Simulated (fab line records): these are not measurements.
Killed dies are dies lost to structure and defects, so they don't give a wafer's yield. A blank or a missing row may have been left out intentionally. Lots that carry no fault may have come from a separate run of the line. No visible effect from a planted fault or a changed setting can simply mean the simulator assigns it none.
fab line records	flow n5-finfet
record lots=6	wafers=16	last-day=17
route steps=1938 shown BEOL_M6@1251 BEOL_M7@1263 PASSIVATION@1936
lots that met no fault: from a run of the same line without faults
start-h: hours from the record's opening day to when the first of the lot's shown wafers began	wait-h: hours from the lot's prior step to this one	" the same as in the row above	L1.1+2: several wafers, shown together as one row	- no value, or no start given	* or withheld: withheld	< > ~ a bound
route shown NAME@n: NAME is a module with steps in the file, n the number in the route of the first one	usual: mean/standard deviation of fault-free wafers	same: alike in all rows	chamber/n: place in a boat	sites: the reading at each site	_std_site: the standard deviation of these	_edge_site: mean of outer sites minus mean of inner sites	radius-mm: for every site, how far away it sits from the centre of the wafer	mask NAME#n: copy n	behind: the last tool/chamber to shape the wafer	hold: why the lot was held/for how many hours/how that ended	device: the transistor (n, p or np) that didn't switch	end of line: the tests these same wafers got at the end of their route	where a step has no rows: the recipe by itself	killed: at the first sort, the dies lost to defects and structure; wafer yield is something else	map: the dies of a wafer, with x for killed, . for not killed, _ for no die there
set.NAME: the setting the step ran with; set.NAME@STEP: the setting that earlier step ran with	model.NAME: the simulator's own value behind a step, which no gauge read
lots at selected steps of the route; one table per step, one row per wafer
services: when a tool's chamber went out of use (start-h, in hours from the record's first day, below 0 if earlier), for how many hours, and the reason
## steps
# step N5_BEOL_M6_ALD_77
# recipe material=TaN	target-thk-a=20	temp-c=275	ald-precursor-family=PDMAT	ald-co-reactant=NH3	pressure-torr=3	carrier-flow-sccm=1500	pulse-time-s=2	purge-time-s=3	co-reactant-purge-time-s=2	co-reactant-pulse-time-s=3	ald-cycles=40	precursor-vessel-temp-c=75	precursor-vessel-pressure-torr=26.25	precursor-vessel-carrier-sccm=1000
# usual heater-power-w=414/26
# same purge-time-s=3
lot.wafer	tool	chamber	start-h	wait-h	heater-power-w
L237.3	ald-metal-02	3	216.23	0.0	408
L237.4	"	0	"	"	454
L237.5	"	1	"	"	418
L240.1	ald-metal-02	0	219.76	0.0	459
L240.3	"	1	"	"	403
L240.4	"	3	"	"	424
L241.2	ald-metal-01	1	228.74	0.0	414
L241.4	"	0	"	"	373
L251.2	ald-metal-01	1	292.07	0.0	407
L251.3	"	0	"	"	391
L251.5	"	0	"	"	383
L254.1	ald-metal-01	2	314.66	0.3	414
L254.2	"	0	"	"	389
L254.3	"	3	"	"	408
L256.3	ald-metal-04	0	331.44	0.0	420
L256.6	"	3	"	"	433
# step N5_BEOL_M6_SURFACE_TREAT_79
# recipe gas=Ar	time-s=*	ion-energy-ev=*	ion-current-ma-cm2=0.5	pressure-mtorr=*	ar-flow-sccm=30
# step N5_BEOL_M6_CVD_78
# recipe material=Co	target-thk-a=20	temp-c=withheld	precursor=CCTBA/H2	pressure-torr=30	time-s=142.3
# step N5_BEOL_M6_SPUTTER_48
# recipe material=Cu	target-thk-a=100	temp-c=-20	bias-v=60	power-w=26000	chamber-pressure-pa=0.13	time-s=1.667
# usual substrate-temp-c=-20.00/0.1	throttle-valve-pct=29.9/0.94
lot.wafer	tool	chamber	start-h	wait-h	substrate-temp-c	throttle-valve-pct
L237.3	pvd-sputter-01	-	216.92	0.1	-19.98	30.0
L237.4	"	-	"	"	-20.06	29.0
L237.5	"	-	"	"	-20.15	30.2
L240.1	pvd-sputter-03	-	220.48	0.1	-20.24	32.0
L240.3	"	-	"	"	-19.93	30.0
L240.4	"	-	"	"	-20.11	29.1
L241.2	pvd-sputter-01	-	229.37	0.2	-19.99	29.1
L241.4	"	-	"	"	-20.02	29.9
L251.2	pvd-sputter-01	-	292.73	0.1	-20.03	29.3
L251.3	"	-	"	"	-20.13	28.0
L251.5	"	-	"	"	-19.97	30.3
L254.1	pvd-sputter-01	-	315.34	0.1	-19.92	29.9
L254.2	"	-	"	"	-20.04	29.3
L254.3	"	-	"	"	-20.02	28.1
L256.3	pvd-sputter-01	-	332.17	0.3	-20.06	29.7
L256.6	"	-	"	"	-19.92	28.3
# step N5_BEOL_M6_ECD_50
# recipe material=Cu	target-thk-a=3000
# step N5_BEOL_M6_ANNEAL_51
# recipe temp-c=225	time-s=90	ambient=N2
# step N5_BEOL_M6_CMP_52
# recipe stop-on=SiCOH_lowk	t-overpolish-s=6.9	down-force-psi=1	platen-rpm=50	clearing-platen-down-force-psi=1.5	clearing-platen-rpm=50	post-cmp-clean=cu-alkaline	target-thk-nm=80	clearing-platen-pad-velocity-m-s=0.99484	pad-velocity-m-s=0.99484
# step N5_BEOL_M6_THK_MEAS_53
# recipe thk-meas-gauge=xrf	reads=Cu_of_BEOL_M6_ECD_50
# usual M6_THK=83/3.2
lot.wafer	tool	chamber	start-h	wait-h	M6_THK[nm]
L237.3	film-metro-01	-	218.33	-	79
L237.4	"	-	"	"	78
L237.5	"	-	"	"	79
L240.1	film-metro-02	-	221.29	-	83
L240.3	"	-	"	"	77
L240.4	"	-	"	"	80
L241.2	film-metro-01	-	230.18	-	86
L241.4	"	-	"	"	85
L251.2	film-metro-01	-	293.70	-	81
L251.3	"	-	"	"	79
L251.5	"	-	"	"	81
L254.1	film-metro-02	-	316.16	-	88
L254.2	"	-	"	"	84
L254.3	"	-	"	"	83
L256.3	film-metro-02	-	333.99	-	76
L256.6	"	-	"	"	81
# step N5_BEOL_M6_PRE_CLEAN_55
# recipe gas=NH3	time-s=15	temp-c=withheld	rf-power-w=300
# step N5_BEOL_M6_DEP_56
# recipe material=SiCN	target-thk-a=100	temp-c=withheld	precursor=3MS/NH3	pressure-torr=3	rf-w=202	time-s=17.5
# step N5_BEOL_M6_RS_MEAS_57
# recipe thk-meas-gauge=four-point-probe	reads=Cu_of_BEOL_M6_ECD_50+Co_of_BEOL_M6_CVD_78+TaN_of_BEOL_M6_ALD_77
# usual M6_RS=0.283/0.013
lot.wafer	tool	chamber	start-h	wait-h	M6_RS[ohm/sq]
L237.3	film-metro-01	-	218.46	0.1	0.296
L237.4	"	-	"	"	0.303
L237.5	"	-	"	"	0.295
L240.1	film-metro-01	-	221.42	0.1	0.280
L240.3	"	-	"	"	0.307
L240.4	"	-	"	"	0.293
L241.2	film-metro-02	-	230.34	0.1	0.269
L241.4	"	-	"	"	0.272
L251.2	film-metro-01	-	293.83	0.1	0.289
L251.3	"	-	"	"	0.299
L251.5	"	-	"	"	0.288
L254.1	film-metro-02	-	316.29	0.1	0.263
L254.2	"	-	"	"	0.276
L254.3	"	-	"	"	0.282
L256.3	film-metro-01	-	334.12	0.1	0.313
L256.6	"	-	"	"	0.291
# step N5_BEOL_M6_INSPECT_58
# recipe inspect-instrument=darkfield	mode=post-dep
# usual raw-defect-count=80/24
lot.wafer	tool	chamber	start-h	wait-h	raw-defect-count
L237.3	defect-inspect-02	-	218.49	0.0	81
L237.4	"	-	"	"	96
L237.5	"	-	"	"	98
L240.1	defect-inspect-01	-	221.44	0.0	35
L240.3	"	-	"	"	67
L240.4	"	-	"	"	44
L241.2	defect-inspect-01	-	230.36	0.0	59
L241.4	"	-	"	"	80
L251.2	defect-inspect-01	-	293.86	0.0	101
L251.3	"	-	"	"	102
L251.5	"	-	"	"	109
L254.1	defect-inspect-01	-	316.32	0.0	69
L254.2	"	-	"	"	51
L254.3	"	-	"	"	69
L256.3	defect-inspect-01	-	334.15	0.0	81
L256.6	"	-	"	"	63
# step N5_BEOL_M7_ILD_DEP_00
# recipe material=SiCOH_lowk	target-thk-a=1797.5	temp-c=300	precursor=DEMS/porogen	pressure-torr=5	rf-w=500	time-s=33.4
# usual heater-power-w=286/57	showerhead-plenum-p-Torr=5.737/0.011	throttle-valve-pct=13.8/0.72
lot.wafer	tool	chamber	start-h	wait-h	heater-power-w	showerhead-plenum-p-Torr	throttle-valve-pct	model.SiCOH_lowk_of_BEOL_M7_ILD_DEP_00.thk-nm
L237.3	pecvd-03	2	218.53	0.0	265	5.722	12.8	180.4
L237.4	"	0	"	"	289	5.721	13.6	182.2
L237.5	"	1	"	"	258	5.733	14.1	187.4
L240.1	pecvd-03	0	221.48	0.0	240	5.724	13.3	189.8
L240.3	"	1	"	"	206	5.732	14.4	181.6
L240.4	"	0	"	"	249	5.730	13.6	182.2
L241.2	pecvd-03	2	230.40	0.0	226	5.724	12.7	191.8
L241.4	"	2	"	"	231	5.734	12.9	183.6
L251.2	pecvd-02	1	293.89	0.0	248	5.750	14.5	180.4
L251.3	"	2	"	"	328	5.732	13.9	177
L251.5	"	0	"	"	454	5.750	15.0	182
L254.1	pecvd-01	2	316.35	0.0	281	5.720	13.3	181.6
L254.2	"	1	"	"	296	5.752	15.2	180.6
L254.3	"	0	"	"	351	5.741	14.4	181.2
L256.3	pecvd-01	1	334.19	0.0	262	5.763	15.2	179
L256.6	"	1	"	"	271	5.750	15.3	183.4
# step N5_BEOL_M7_CURE_74
# recipe temp-c=385	time-s=240	ambient=He/Ar	material=SiCOH_lowk
# usual lamp-power-pct=52.31/0.05	wafer_temp_C_max=386.8/0.82
lot.wafer	tool	chamber	start-h	wait-h	lamp-power-pct	wafer_temp_C_max
L237.3	uv-cure-01	2	218.75	0.2	52.27	386.3
L237.4	"	2	"	"	52.32	387.2
L237.5	"	2	"	"	52.34	386.5
L240.1	uv-cure-01	0	221.55	0.0	52.28	385.9
L240.3	"	0	"	"	52.22	386.6
L240.4	"	0	"	"	52.34	386.8
L241.2	uv-cure-01	1	230.55	0.1	52.20	386.7
L241.4	"	1	"	"	52.25	386.2
L251.2	uv-cure-02	0	294.04	0.1	52.26	385.7
L251.3	"	0	"	"	52.32	385.7
L251.5	"	0	"	"	52.40	386.0
L254.1	uv-cure-01	1	316.42	0.0	52.26	386.8
L254.2	"	1	"	"	52.29	387.2
L254.3	"	1	"	"	52.24	385.9
L256.3	uv-cure-03	1	334.41	0.2	52.31	389.1
L256.6	"	1	"	"	52.25	388.1
# step N5_BEOL_M7_THK_MEAS_01
# recipe reads=SiCOH_lowk_of_BEOL_M7_ILD_DEP_00
# usual M7_ILD_THK=156.2/2.1
lot.wafer	tool	chamber	start-h	wait-h	M7_ILD_THK[nm]
L237.3	film-metro-01	-	219.10	0.3	155.6
L237.4	"	-	"	"	157.2
L237.5	"	-	"	"	161.6
L240.1	film-metro-01	-	222.06	0.4	163.7
L240.3	"	-	"	"	156.6
L240.4	"	-	"	"	157.2
L241.2	film-metro-02	-	230.98	0.4	165.4
L241.4	"	-	"	"	158.3
L251.2	film-metro-02	-	294.47	0.4	155.5
L251.3	"	-	"	"	152.5
L251.5	"	-	"	"	156.9
L254.1	film-metro-01	-	316.93	0.4	156.5
L254.2	"	-	"	"	155.7
L254.3	"	-	"	"	156.3
L256.3	film-metro-01	-	334.76	0.3	154.3
L256.6	"	-	"	"	158.1
# step N5_BEOL_M7_PECVD_70
# recipe material=SiO2	target-thk-a=200	temp-c=400	precursor=TEOS/O2	pressure-torr=5.5	rf-w=450	teos-flow-sccm=53.8	gas=O2	flow-sccm=3000	time-s=22.7
# step N5_BEOL_M7_HM_DEP_02
# recipe material=TiN	target-thk-a=200	temp-c=25	chamber-pressure-pa=0.49996
# step N5_BEOL_M7_COAT_59
# recipe resist=SOC	temp-c=250	time-s=60	spin-rpm=1500	resist-thk-nm=100
# step N5_BEOL_M7_COAT_60
# recipe resist=SiARC	temp-c=220	time-s=60	spin-rpm=1500	resist-thk-nm=35
# step N5_BEOL_M7_COAT_05
# recipe resist=CAR-ArF	spin-rpm=1500	resist-thk-nm=90
# step N5_BEOL_M7_EBR_07
# recipe solvent=PGMEA	ebr-width-mm=1.5
# step N5_BEOL_M7_SOFTBAKE_06
# recipe temp-c=110	time-s=60	resist=CAR-ArF
# step N5_BEOL_M7_EXPOSE_08
# recipe mask-id=M7	na=1.35	source-shape=dipole	sigma-inner=0.817	sigma-outer=0.97	polarization=te	dose-mj=68.25
# step N5_BEOL_M7_PEB_09
# recipe peb-temp-c=withheld	peb-time-s=60	resist=CAR-ArF
# step N5_BEOL_M7_DEVELOP_10
# recipe develop-time-s=30	developer=TMAH	resist=CAR-ArF	rinse-liquid=diw	dry=air-spin	dev-temp-c=23
# step N5_BEOL_M7_CD_MEAS_11
# recipe target-cd-nm=38.5	landing-energy-ev=500	detector=se-inlens	polarity=opening
# usual cd-nm=38.0/0.58
lot.wafer	tool	chamber	start-h	wait-h	cd-nm
L237.3	cd-sem-02	0	219.57	-	38.3
L237.4	"	0	"	"	37.8
L237.5	"	0	"	"	38.0
L240.1	cd-sem-01	0	224.25	-	38.7
L240.3	"	0	"	"	38.4
L240.4	"	0	"	"	37.7
L241.2	cd-sem-02	0	231.59	-	37.5
L241.4	"	0	"	"	38.0
L251.2	cd-sem-01	0	295.44	-	38.2
L251.3	"	0	"	"	37.5
L251.5	"	0	"	"	37.7
L254.1	cd-sem-02	0	318.53	-	37.7
L254.2	"	0	"	"	38.4
L254.3	"	0	"	"	38.3
L256.3	cd-sem-01	0	337.75	-	37.3
L256.6	"	0	"	"	37.8
# step N5_BEOL_M7_OVL_MEAS_12
# recipe points-per-wafer=44
# usual M7_OVL=0.2/0.73
lot.wafer	tool	chamber	start-h	wait-h	M7_OVL[nm]
L237.3	overlay-02	0	219.60	0.0	-1.1
L237.4	"	0	"	"	-1.6
L237.5	"	0	"	"	-0.8
L240.1	overlay-01	0	224.28	0.0	-1.1
L240.3	"	0	"	"	0.1
L240.4	"	0	"	"	-0.9
L241.2	overlay-01	0	231.61	0.0	-0.4
L241.4	"	0	"	"	-0.5
L251.2	overlay-01	0	295.46	0.0	0.3
L251.3	"	0	"	"	0.6
L251.5	"	0	"	"	0.3
L254.1	overlay-01	0	318.56	0.0	0.7
L254.2	"	0	"	"	1.3
L254.3	"	0	"	"	1.4
L256.3	overlay-01	0	337.78	0.0	0.6
L256.6	"	0	"	"	1.2
# step N5_BEOL_M7_INSPECT_13
# recipe mode=adi	inspect-instrument=brightfield
# usual raw-defect-count=420/100
lot.wafer	tool	chamber	start-h	wait-h	raw-defect-count
L237.3	defect-inspect-02	-	219.63	0.0	416
L237.4	"	-	"	"	458
L237.5	"	-	"	"	403
L240.1	defect-inspect-01	-	224.31	0.0	439
L240.3	"	-	"	"	362
L240.4	"	-	"	"	399
L241.2	defect-inspect-01	-	231.64	0.0	322
L241.4	"	-	"	"	377
L251.2	defect-inspect-01	-	295.49	0.0	476
L251.3	"	-	"	"	536
L251.5	"	-	"	"	431
L254.1	defect-inspect-01	-	318.59	0.0	440
L254.2	"	-	"	"	463
L254.3	"	-	"	"	635
L256.3	defect-inspect-02	-	337.80	0.0	415
L256.6	"	-	"	"	427
# step N5_BEOL_M7_DESCUM_16
# recipe chemistry=O2	time-s=7.9	source-power-w=50	bias-power-w=20	pressure-mtorr=20	rf-frequency-hz=2.712e+07	temp-c=40	resist=CAR-ArF	o2-flow-sccm=225
# usual drypump-motor-current-A=5.5/0.35	oes-product-au=0.78/0.1	rf-vpp-V=243.5/1.1	showerhead-plenum-p-Torr=2.12/0.059	throttle-valve-pct=20.56/0.25
lot.wafer	tool	chamber	start-h	wait-h	drypump-motor-current-A	oes-product-au	rf-hours-counter-h	rf-vpp-V	showerhead-plenum-p-Torr	throttle-valve-pct
L237.3	rie-diel-06	2	219.66	0.0	5.0	0.87	71	243.6	2.15	20.53
L237.4	"	0	"	"	5.3	0.74	169	243.9	2.20	20.58
L237.5	"	1	"	"	6.0	0.69	-	244.2	2.17	20.80
L240.1	rie-diel-01	3	224.39	0.1	5.2	0.68	238	242.6	2.07	20.72
L240.3	"	1	"	"	5.5	0.73	172	244.7	2.15	20.40
L240.4	"	2	"	"	5.9	0.73	222	243.0	2.04	20.68
L241.2	rie-diel-02	3	231.67	0.0	5.8	0.70	248	243.6	2.06	20.80
L241.4	"	2	"	"	5.6	0.97	6	242.6	2.11	19.86
L251.2	rie-diel-02	3	295.52	0.0	5.7	0.96	6	244.1	2.06	20.44
L251.3	"	1	"	"	5.9	0.69	247	242.2	2.09	20.55
L251.5	"	1	"	"	5.9	0.69	-	242.6	2.09	20.54
L254.1	rie-diel-01	0	318.73	0.1	5.3	0.84	71	243.7	2.12	20.76
L254.2	"	3	"	"	5.2	0.92	9	242.2	2.06	20.49
L254.3	"	1	"	"	5.5	0.69	207	244.2	2.14	20.46
L256.3	rie-diel-01	1	337.83	0.0	5.5	0.69	213	244.4	2.14	20.48
L256.6	"	2	"	"	5.9	0.99	-	243.3	2.03	20.38
# step N5_BEOL_M7_ETCH_61
# recipe chemistry=CF4	target=SiARC	target-depth-a=455	mask-material=CAR-ArF	time-s=75.8	ion-energy-ev=80	pressure-mtorr=40	source-w=545	bias-w=36	Ar_flow_sccm=100	cf4-flow-sccm=100	ends=cleared
# step N5_BEOL_M7_ETCH_62
# recipe chemistry=N2/H2	target=SOC	target-depth-a=1100	overetch-a=220	mask-material=SiARC	temp-c=40	time-s=165	ion-energy-ev=200	pressure-mtorr=30	source-w=840	bias-w=150	n2-flow-sccm=200	h2-flow-sccm=200
# usual drypump-motor-current-A=5.5/0.35	oes-product-au=0.66/0.08	rf-vpp-V=524.5/2	showerhead-plenum-p-Torr=2.56/0.068	throttle-valve-pct=17.87/0.29
lot.wafer	tool	chamber	start-h	wait-h	drypump-motor-current-A	oes-product-au	rf-hours-counter-h	rf-vpp-V	showerhead-plenum-p-Torr	throttle-valve-pct
L237.3	rie-diel-06	2	219.75	0.0	5.0	0.72	71	524.6	2.57	17.68
L237.4	"	0	"	"	5.3	0.62	169	525.5	2.65	17.91
L237.5	"	1	"	"	6.0	0.59	-	526.0	2.63	18.23
L240.1	rie-diel-01	3	224.49	0.0	5.2	0.59	238	522.2	2.51	18.06
L240.3	"	1	"	"	5.5	0.63	173	527.4	2.63	17.89
L240.4	"	2	"	"	5.8	0.60	222	523.8	2.51	18.31
L241.2	rie-diel-02	3	231.76	0.0	5.7	0.59	248	522.5	2.50	18.23
L241.4	"	2	"	"	5.6	0.81	6	526.3	2.57	17.24
L251.2	rie-diel-02	3	295.61	0.0	5.7	0.81	6	524.7	2.50	17.80
L251.3	"	1	"	"	5.9	0.59	247	523.0	2.49	17.71
L251.5	"	1	"	"	5.9	0.59	-	521.5	2.49	17.72
L254.1	rie-diel-01	0	318.82	0.0	5.3	0.69	71	525.5	2.55	17.90
L254.2	"	3	"	"	5.2	0.80	9	522.7	2.49	17.76
L254.3	"	1	"	"	5.5	0.60	207	525.7	2.62	17.98
L256.3	rie-diel-01	1	337.92	0.0	5.5	0.60	213	525.9	2.62	17.98
L256.6	"	2	"	"	5.9	0.83	-	522.4	2.50	17.96
# step N5_BEOL_M7_STRIP_68
# recipe chemistry=N2/H2	temp-c=40	n2-flow-sccm=200	h2-flow-sccm=200	rf-frequency-hz=6e+07
# step N5_BEOL_M7_STRIP_67
# recipe chemistry=CF4	resist=SiARC	power-w=300	bias-power-w=75	pressure-mtorr=50	cf4-flow-sccm=150	rf-frequency-hz=6e+07
# step N5_BEOL_M7_HM_OPEN_17
# recipe chemistry=Cl2/BCl3	target-depth-a=200	overetch-a=60	target=TiN	mask-material=SOC	ion-energy-ev=150	pressure-mtorr=10	icp-w=1000	bias-w=126	Cl2_flow_sccm=53.25	bcl3-flow-sccm=21.75	Ar_flow_sccm=25
# step N5_BEOL_M7_STRIP_19
# recipe chemistry=O2	power-w=400	temp-c=40	pressure-mtorr=30	rf-frequency-hz=6e+07	bias-power-w=0	overash-fraction=0.2	o2-flow-sccm=225
# step N5_BEOL_M7_CD_MEAS_18
# recipe pitch-nm=80	target-cd-nm=40
# usual cd-nm=39.5/0.76
lot.wafer	tool	chamber	start-h	wait-h	cd-nm
L237.3	cd-sem-01	-	220.21	0.1	40.5
L237.4	"	-	"	"	39.8
L237.5	"	-	"	"	38.8
L240.1	cd-sem-03	-	224.97	0.0	40.0
L240.3	"	-	"	"	40.0
L240.4	"	-	"	"	38.5
L241.2	cd-sem-03	-	232.13	0.1	38.9
L241.4	"	-	"	"	40.0
L251.2	cd-sem-03	-	296.00	0.1	39.1
L251.3	"	-	"	"	38.7
L251.5	"	-	"	"	38.8
L254.1	cd-sem-02	-	319.19	0.0	39.9
L254.2	"	-	"	"	39.7
L254.3	"	-	"	"	40.2
L256.3	cd-sem-02	-	338.42	0.1	38.7
L256.6	"	-	"	"	39.4
# step N5_BEOL_M7_COAT_63
# recipe resist=SOC	temp-c=250	time-s=60	spin-rpm=1500	resist-thk-nm=60
# step N5_BEOL_M7_COAT_64
# recipe resist=SiARC	temp-c=220	time-s=60	spin-rpm=1500	resist-thk-nm=12
# step N5_BEOL_M7_COAT_71
# recipe resist=underlayer	temp-c=205	time-s=60	spin-rpm=1500	resist-thk-nm=5
# step N5_BEOL_M7_COAT_22
# recipe resist=CAR-EUV	spin-rpm=1500	resist-thk-nm=30
# step N5_BEOL_M7_EBR_24
# recipe solvent=PGMEA	ebr-width-mm=1.5
# step N5_BEOL_M7_SOFTBAKE_23
# recipe temp-c=110	time-s=60	resist=CAR-EUV
# step N5_BEOL_M7_CMP_52
# recipe stop-on=SiCOH_lowk	t-overpolish-s=6.9	down-force-psi=1	platen-rpm=50	clearing-platen-down-force-psi=1.5	clearing-platen-rpm=50	post-cmp-clean=cu-alkaline	target-thk-nm=80	clearing-platen-pad-velocity-m-s=0.99484	pad-velocity-m-s=0.99484
# usual motor-current-A=6.3/0.63	slurry-flow-ml-min=150.0/0.48
lot.wafer	tool	chamber	start-h	wait-h	motor-current-A	slurry-flow-ml-min	model.SiCOH_lowk_of_BEOL_M7_ILD_DEP_00.thk-nm
L237.4	cmp-02	0	225.10	0.2	6.0	150.3	154.2
L237.3	"	2	"	"	5.9	150.1	152.4
L237.5	"	0	"	"	6.1	151.0	158.6
L240.1	cmp-02	2	227.86	0.3	6.0	149.7	160.8
L240.3	"	0	"	"	6.1	149.9	153.6
L240.4	"	1	"	"	5.4	149.5	154
L241.4	cmp-01	0	235.93	0.2	6.3	149.7	155.2
L241.2	"	1	"	"	7.6	150.2	162.4
L251.2	cmp-04	1	299.82	0.2	6.4	149.0	152.6
L251.3	"	3	"	"	6.0	150.0	149.6
L251.5	"	1	"	"	6.6	149.4	154
L254.3	cmp-02	0	326.52	0.2	6.1	149.8	153.2
L254.2	"	1	"	"	5.3	149.7	152.6
L254.1	"	3	"	"	6.5	150.0	153.6
L256.3	cmp-04	3	343.83	0.3	6.1	150.4	151.4
L256.6	"	0	"	"	6.4	149.8	155.2
# step N5_PASSIVATION_PROBE_49
# usual defect-limited-yield=91.3/1.5	killed_at_M0_to_M3=33/12	killed_at_M4_up=15/5.2	killed-at-contacts=12/5.1	killed-at-front-end=39/11	killed-at-other=5/3.6	killed-dies=103/18	killed-on-rim=14/4.3	killed-open=67/13	killed-short=33/7.8	sort_bin_5_function=5.1/0.96	sort_bin_6_memory=3.2/0.71	sort-n-pass=1077/18	sort-yield-pct=91.3/1.5
# same gross-dies=1180	killed-at-back-side=0	sort_bin_4_leakage[%]=0	sort_bin_8_speed[%]=0
lot.wafer	tool	chamber	start-h	wait-h	defect-limited-yield[%]	killed_at_M0_to_M3	killed_at_M4_up	killed-at-contacts	killed-at-front-end	killed-at-other	killed-dies	killed-on-rim	killed-open	killed-short	sort_bin_5_function[%]	sort_bin_6_memory[%]	sort-n-pass	sort-yield-pct[%]
L241.4	prober-02	-	306.26	0.2	90.1	37	26	10	41	3	117	15	80	37	4.4	5.5	1063	90.1
L251.2	prober-01	-	383.37	0.1	91.1	29	15	22	39	0	105	8	80	25	5.1	3.8	1075	91.1
L251.3	prober-01	-	383.42	0.2	88.1	51	16	21	48	4	140	21	106	31	6.6	4.9	1040	88.1
L251.5	prober-01	-	383.52	0.3	90.3	40	16	9	47	3	115	19	70	34	5.9	2.7	1065	90.3
# killed by level:class
L241.4 BEOL_M1:geometric-particle:open=11 DUMMY_GATE:geometric-particle:open=9 BEOL_M0_SAQP:geometric-particle:open=8 MOL_CONTACT_COAG:geometric-particle:open=7 STI_FIN_REVEAL:geometric-particle:open=6 GATE_CUT:geometric-particle:short=6 BEOL_M4:geometric-particle:open=6 BEOL_M5:geometric-particle:open=5
L251.2 MOL_CONTACT_COAG:geometric-particle:open=18 FIN_SAQP:geometric-particle:open=13 STI_FIN_REVEAL:geometric-particle:open=11 BEOL_M0_SAQP:geometric-particle:open=6 BEOL_M0_SAQP:geometric-particle:short=6 BEOL_M3:geometric-particle:open=5 BEOL_M5:geometric-particle:open=5 MOL_CONTACT_COAG:geometric-particle:short=4
L251.3 STI_FIN_REVEAL:geometric-particle:open=17 MOL_CONTACT_COAG:geometric-particle:open=16 FIN_SAQP:geometric-particle:open=11 BEOL_M3:geometric-particle:open=11 BEOL_M0_SAQP:geometric-particle:open=9 BEOL_M1:geometric-particle:open=9 FIN_SAQP:geometric-particle:short=8 BEOL_M2:geometric-particle:open=7
L251.5 FIN_SAQP:geometric-particle:open=10 FIN_SAQP:geometric-particle:short=9 HKMG_FIN:area-etch=9 BEOL_M3:geometric-particle:open=8 MOL_CONTACT_COAG:geometric-particle:open=7 BEOL_M2:geometric-particle:open=7 BEOL_M0_SAQP:geometric-particle:open=6 BEOL_M0:geometric-particle:open=5
## services
tool	chamber	start-h	hours	kind
cmp-02	-	206.20	2.5	repair
rie-diel-01	2	220.13	3.2	repair
ald-metal-02	-	230.35	14.6	pm
pecvd-01	1	246.46	25.7	repair
ald-metal-02	-	247.86	6.0	pm
pecvd-03	-	250.52	2.8	pm
ald-metal-02	-	254.19	0.4	repair
cmp-02	-	255.23	2.4	repair
cmp-02	-	259.41	8.9	repair
rie-diel-02	3	266.56	10.3	repair
uv-cure-01	-	270.59	1.0	pm
ald-metal-02	-	271.66	0.2	repair
cmp-04	-	278.83	0.6	repair
cmp-02	-	280.10	1.0	repair
uv-cure-01	-	282.47	1.0	repair
cmp-02	-	284.72	8.9	pm
cmp-04	-	288.10	4.0	pm
ald-metal-01	-	295.16	8.7	pm
cmp-02	-	295.37	4.2	pm
pvd-sputter-01	-	301.73	2.1	repair
pvd-sputter-01	-	310.66	1.0	repair
rie-diel-02	3	320.24	22.2	repair
pvd-sputter-01	-	328.15	1.8	repair
ald-metal-02	-	337.32	14.0	pm
## key
first-sign step=N5_BEOL_M7_THK_MEAS_01	reading=M7_ILD_THK	direction=up	sigmas=4.1	usual=156.2	struck=164.6
effect none on later readings
model-effect step=N5_BEOL_M7_ILD_DEP_00	value=SiCOH_lowk_of_BEOL_M7_ILD_DEP_00.thk-nm	without=180.8	struck=190.8
model-effect step=N5_BEOL_M7_CMP_52	value=SiCOH_lowk_of_BEOL_M7_ILD_DEP_00.thk-nm	without=152.9	struck=161.6
met-at N5_BEOL_M7_ILD_DEP_00
struck-wafers L240.1,L241.2
onset-between 218.53 221.48
fault kind=process-parameter-drift	tool=pecvd-03	chamber=-	onset-h=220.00	steps=N5_BEOL_M7_ILD_DEP_00	channel=target-thk-a	offset=*	shape=step	end-h=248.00	scope=struck-wafers-only	acts-in=*	stated=*
